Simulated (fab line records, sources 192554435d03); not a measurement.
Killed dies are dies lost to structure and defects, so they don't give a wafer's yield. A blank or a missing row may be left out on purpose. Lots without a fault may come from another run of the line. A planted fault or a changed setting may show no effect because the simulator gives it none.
Chamber matching | flow n5_finfet | N5_HKMG_FIN_ETCH_35 on rie_diel-05: 4 sister chambers
The step etches SOC in N2/H2, target depth 215.8 nm, time 243.4 s. 4 wafers are shown with their chamber, then 7 later ones without.

WAFERS WITH THEIR CHAMBER
wafer  | chamber | showerhead_plenum_p_Torr (Torr)
L083.3 | 1       | 2.65
L083.4 | 0       | 2.70
L087.1 | 2       | 2.58
L087.2 | 3       | 2.47

WAFERS WITHOUT THEIR CHAMBER
wafer  | showerhead_plenum_p_Torr (Torr)
L087.3 | 2.65
L089.1 | 2.69
L089.3 | 2.65
L089.6 | 2.69
L092.1 | 2.69
L092.2 | 2.57
L092.3 | 2.46

WHICH CHAMBER EACH WENT THROUGH
wafer  | from the rows above | in truth
L087.3 | 1                   | 1
L089.1 | 0                   | 0
L089.3 | 1                   | 1
L089.6 | 0                   | 0
L092.1 | 0                   | 0
L092.2 | 2                   | 2
L092.3 | 3                   | 3
Placed correctly: 7 of 7. Can't be placed from these rows: 0. Placed wrongly: 0.
How it was worked out, from the rows above alone: a wafer's distance from a chamber is the root of the sum, over the readings, of the square of ((its reading less the chamber's mean) divided by the reading's scatter). The wafer belongs to the nearest chamber; if the next one is less than 2 further off, it can't be placed. A chamber's mean is the mean of its shown wafers. The scatter: with one shown wafer a chamber, the root of the mean of the squares of how far each hidden wafer lies from its nearest shown one.
